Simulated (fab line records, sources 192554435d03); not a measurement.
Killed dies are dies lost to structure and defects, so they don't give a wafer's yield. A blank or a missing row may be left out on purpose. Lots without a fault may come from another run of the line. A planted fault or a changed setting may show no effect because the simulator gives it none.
Which tool did it? | flow n5_finfet | 10 lots, 30 wafers sampled, at 5 steps of a route of 1938

WHAT THE GAUGES READ, wafer by wafer
N5_MOL_CONTACT_COAG_CD_MEAS_99: target cd 17.2 nm. Usual: cd_nm 17.1 nm, standard deviation 0.42.
lot  | measured     | on        | cd_nm (nm)     | flag
L765 | day 4 23:50  | cd_sem-01 | 17.9 17.4 17.4 |
L767 | day 5 10:07  | cd_sem-02 | 17.8 17.0 17.0 |
L768 | day 5 18:19  | cd_sem-03 | 16.9 16.3 17.2 |
L774 | day 7 04:22  | cd_sem-03 | 17.1 16.8 16.9 |
L776 | day 7 23:16  | cd_sem-01 | 17.1 16.4 17.1 |
L778 | day 8 08:35  | cd_sem-03 | 17.5 17.1 17.6 |
L780 | day 8 15:03  | cd_sem-01 | 16.9 17.0 16.7 |
L781 | day 9 03:18  | cd_sem-03 | 17.5 17.5 17.3 |
L783 | day 9 09:40  | cd_sem-02 | 17.1 17.4 16.9 |
L785 | day 10 03:26 | cd_sem-03 | 16.3 17.0 16.3 |

N5_BEOL_M4_RC_MEAS_101. Usual: DIBL_N 36.6 mV/V, standard deviation 1.9; DIBL_P 36.7 mV/V, standard deviation 2.2; IOFF_N 0.16 nA/um, standard deviation 0.035; IOFF_P 0.22 nA/um, standard deviation 0.038; ION_N 672 uA/um, standard deviation 14; ION_P 462 uA/um, standard deviation 8.3; SS_N 71.6 mV/dec, standard deviation 0.65; SS_P 73.5 mV/dec, standard deviation 0.72; VT_N 250 mV, standard deviation 3.5; VT_P -250 mV, standard deviation 3.1.
lot  | measured     | on        | DIBL_N (mV/V)  | DIBL_P (mV/V)  | IOFF_N (nA/um) | IOFF_P (nA/um) | ION_N (uA/um) | ION_P (uA/um) | SS_N (mV/dec)  | SS_P (mV/dec)  | VT_N (mV)   | VT_P (mV)      | flag
L765 | day 9 10:38  | prober-02 | 37.8 42.0 34.8 | 36.2 40.1 33.9 | 0.15 0.27 0.13 | 0.21 0.27 0.18 | 666 682 680   | 459 458 468   | 71.6 73.9 71.1 | 72.7 74.7 72.6 | 250 245 252 | -249 -249 -251 |
L767 | day 9 21:14  | prober-02 | 35.1 36.8 35.6 | 35.1 37.9 36.8 | 0.14 0.16 0.15 | 0.18 0.22 0.21 | 679 668 680   | 466 460 469   | 71.7 71.1 70.9 | 72.6 74.0 72.8 | 252 253 250 | -252 -251 -249 |
L768 | day 9 15:41  | prober-02 | 36.5 34.4 33.4 | 36.7 34.7 32.6 | 0.15 0.12 0.11 | 0.19 0.16 0.14 | 653 667 650   | 448 453 442   | 71.6 71.0 70.7 | 73.3 72.7 71.6 | 254 254 257 | -258 -257 -257 |
L774 | day 11 17:17 | prober-02 | 34.1 33.8 33.7 | 33.4 32.8 32.6 | 0.13 0.12 0.12 | 0.17 0.16 0.16 | 650 656 642   | 448 454 439   | 71.7 71.4 71.3 | 72.8 72.9 72.9 | 254 256 258 | -253 -253 -251 |
L776 | day 11 17:41 | prober-01 | 39.4 37.4 37.5 | 38.3 34.6 36.3 | 0.19 0.15 0.16 | 0.29 0.22 0.26 | 660 660 674   | 458 462 468   | 72.1 71.8 72.5 | 74.2 73.2 73.5 | 249 252 251 | -245 -248 -248 |
L778 | day 12 15:44 | prober-02 | 34.9 36.9 36.8 | 35.8 37.6 38.6 | 0.13 0.18 0.17 | 0.18 0.22 0.24 | 671 673 672   | 456 454 463   | 72.0 72.6 71.8 | 73.1 73.7 73.5 | 253 250 249 | -253 -250 -248 |
L780 | day 13 03:19 | prober-01 | 38.8 35.6 38.5 | 40.6 36.4 40.4 | 0.21 0.15 0.21 | 0.29 0.21 0.30 | 670 656 670   | 462 456 467   | 72.3 71.5 72.9 | 74.8 72.8 74.9 | 247 253 245 | -244 -249 -247 |
L781 | day 13 05:08 | prober-02 | 36.2 36.8 35.7 | 37.9 38.9 37.4 | 0.19 0.19 0.18 | 0.24 0.25 0.23 | 674 671 679   | 467 464 465   | 71.5 71.4 72.3 | 74.5 73.9 73.9 | 246 248 247 | -247 -248 -247 |
L783 | day 13 09:16 | prober-02 | 40.8 35.1 36.6 | 42.0 35.6 36.8 | 0.26 0.14 0.16 | 0.32 0.21 0.21 | 692 663 676   | 467 457 462   | 72.9 71.1 71.7 | 74.4 73.1 73.4 | 245 251 250 | -245 -249 -251 |
L785 | day 14 14:19 | prober-02 | 38.1 35.2 35.7 | 37.1 34.2 34.4 | 0.19 0.14 0.14 | 0.25 0.19 0.21 | 669 680 678   | 458 466 474   | 71.4 71.2 71.6 | 73.8 72.6 73.6 | 249 251 249 | -248 -250 -248 |

WHICH TOOL RAN EACH LOT (tool, then ch and the chambers of the sampled wafers, then the start)
lot  | N5_MOL_CONTACT_COAG_DESCUM_13      | N5_MOL_CONTACT_COAG_IMPLANT_129 | N5_MOL_CONTACT_COAG_TI_SIL_19
L765 | rie_diel-05 ch 0,1, day 4 23:26    | implanter-02 ch 0, day 4 23:53  | pvd_sputter-02, day 5 01:03
L767 | rie_diel-04 ch 0,1,2, day 5 09:43  | implanter-02 ch 0, day 5 10:10  | pvd_sputter-01, day 5 11:23
L768 | rie_diel-02 ch 1,2,3, day 5 17:55  | implanter-02 ch 0, day 5 18:20  | pvd_sputter-02, day 5 18:46
L774 | rie_diel-05 ch 1,2, day 7 03:58    | implanter-02 ch 0, day 7 04:25  | pvd_sputter-02, day 7 06:18
L776 | rie_diel-02 ch 1,2,3, day 7 22:52  | implanter-02 ch 0, day 7 23:19  | pvd_sputter-02, day 8 00:09
L778 | rie_diel-04 ch 1,2,3, day 8 08:11  | implanter-01 ch 0, day 8 08:40  | pvd_sputter-03, day 8 09:02
L780 | rie_diel-02 ch 0,2,3, day 8 14:39  | implanter-01 ch 0, day 8 15:08  | pvd_sputter-01, day 8 15:50
L781 | rie_diel-02 ch 0,1,3, day 9 02:54  | implanter-01 ch 0, day 9 03:20  | pvd_sputter-03, day 9 03:58
L783 | rie_diel-02 ch 1,3, day 9 09:16    | implanter-01 ch 0, day 9 09:46  | pvd_sputter-03, day 9 10:11
L785 | rie_diel-04 ch 0,1,3, day 10 03:03 | implanter-01 ch 0, day 10 03:29 | pvd_sputter-01, day 10 03:56
- N5_MOL_CONTACT_COAG_DESCUM_13: chemistry O2, time 7 s.
- N5_MOL_CONTACT_COAG_IMPLANT_129
- N5_MOL_CONTACT_COAG_TI_SIL_19: material Ti, target thk 4.2 nm, time 15 s.

WHAT THE TOOLS THEMSELVES READ (means of the sampled wafers that have a number; where no wafer has one, the mark that the record gives instead)
N5_MOL_CONTACT_COAG_DESCUM_13. Usual: drypump_motor_current_A 5.7 A, standard deviation 0.43; oes_product_au 0.74 a.u., standard deviation 0.048; rf_fwd_power_W 49.46 W, standard deviation 0.19; rf_vpp_V 243.2 V, standard deviation 1.5; showerhead_plenum_p_Torr 2.09 Torr, standard deviation 0.087; throttle_valve_pct 20.51 %, standard deviation 0.25.
lot  | tool        | drypump_motor_current_A (A) | oes_product_au (a.u.) | rf_fwd_power_W (W) | rf_vpp_V (V) | showerhead_plenum_p_Torr (Torr) | throttle_valve_pct (%) | flag
L765 | rie_diel-05 | 5.9                         | 0.71                  | 49.84              | 243.0        | 2.05                            | 20.75                  |
L767 | rie_diel-04 | 5.7                         | 0.77                  | 49.36              | 242.1        | 2.08                            | 20.40                  |
L768 | rie_diel-02 | 5.7                         | 0.78                  | 49.47              | 244.6        | 2.16                            | 20.44                  |
L774 | rie_diel-05 | 5.8                         | 0.72                  | 49.36              | 243.7        | 2.12                            | 20.47                  |
L776 | rie_diel-02 | 5.7                         | 0.76                  | 49.50              | 244.3        | 2.15                            | 20.46                  |
L778 | rie_diel-04 | 5.7                         | 0.72                  | 49.45              | 243.0        | 2.11                            | 20.68                  |
L780 | rie_diel-02 | 5.7                         | 0.74                  | 49.44              | 244.5        | 2.09                            | 20.40                  |
L781 | rie_diel-02 | 5.5                         | 0.70                  | 49.47              | 243.5        | 2.06                            | 20.47                  |
L783 | rie_diel-02 | 5.2                         | 0.71                  | 49.68              | 243.2        | 2.09                            | 20.43                  |
L785 | rie_diel-04 | 5.6                         | 0.73                  | 49.52              | 242.3        | 2.12                            | 20.63                  |

N5_MOL_CONTACT_COAG_IMPLANT_129. Usual: beam_on_s 38.4 s, standard deviation 0.86; dose_ions_cm2 6e+14, standard deviation 5.9e+11; rotation_deg 0.001 degrees, standard deviation 0.019.
lot  | tool         | beam_on_s (s) | dose_ions_cm2 | rotation_deg (degrees) | flag
L765 | implanter-02 | 38.2          | 6e+14         | -0.005                 |
L767 | implanter-02 | 38.4          | 6e+14         | 0.001                  |
L768 | implanter-02 | 37.5          | 6e+14         | 0.019                  |
L774 | implanter-02 | 20.4          | 3e+14         | 0.019                  | OFF
L776 | implanter-02 | 20.5          | 3e+14         | -0.002                 | OFF
L778 | implanter-01 | 39.0          | 6e+14         | 0.012                  |
L780 | implanter-01 | 39.0          | 6e+14         | -0.025                 |
L781 | implanter-01 | 38.0          | 6e+14         | -0.016                 |
L783 | implanter-01 | 38.6          | 6e+14         | -0.014                 |
L785 | implanter-01 | 38.6          | 6e+14         | 0.001                  |

N5_MOL_CONTACT_COAG_TI_SIL_19. Usual: throttle_valve_pct 30.2 %, standard deviation 0.94.
lot  | tool           | throttle_valve_pct (%) | flag
L765 | pvd_sputter-02 | 30.1                   |
L767 | pvd_sputter-01 | 29.5                   |
L768 | pvd_sputter-02 | 30.5                   |
L774 | pvd_sputter-02 | 30.5                   |
L776 | pvd_sputter-02 | 30.2                   |
L778 | pvd_sputter-03 | 30.6                   |
L780 | pvd_sputter-01 | 29.5                   |
L781 | pvd_sputter-03 | 31.1                   |
L783 | pvd_sputter-03 | 30.0                   |
L785 | pvd_sputter-01 | 29.6                   |

THE ANSWER, worked out from the rows above alone
Rule: a lot is off if the mean of its wafers that have a number lies more than 3 standard deviations from the usual mean. A lot without any number at a reading at which 4 lots or more have one is off too. The other lots that the step has rows for count as sound. The gauges are gone through in route order, then the tools' own readings, and for those a lot's mean is taken as printed above. The first step at which some lot is off is used, and at that step the reading that is off furthest; a lot without a number counts as furthest.
Off: L774, L776, at N5_MOL_CONTACT_COAG_IMPLANT_129 (dose_ions_cm2).
A tool fits if, at that step or a process step before it, it ran every lot that is off, and no sound lot after the first of them. One fits: implanter-02 at N5_MOL_CONTACT_COAG_IMPLANT_129. Its last sound lot is L768 (day 5 18:20), its first lot that is off L774 (day 7 04:25): a fault that began between those two fits.
The tool's own readings at N5_MOL_CONTACT_COAG_IMPLANT_129 bear it out: on the lots that are off they differ by more than 5 times the standard deviation of the sound lots' means. beam_on_s reads 20.4 s there against 38.4 s on the sound lots; dose_ions_cm2 reads 3e+14 there against 6e+14 on the sound lots.

WHAT THE SIMULATOR HAD PUT IN
Process parameter drift: implanter-02, from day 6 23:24 on, at N5_MOL_CONTACT_COAG_IMPLANT_129. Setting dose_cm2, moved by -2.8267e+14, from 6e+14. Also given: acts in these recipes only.
Lots struck among those shown: L774, L776. The rule above found the same.
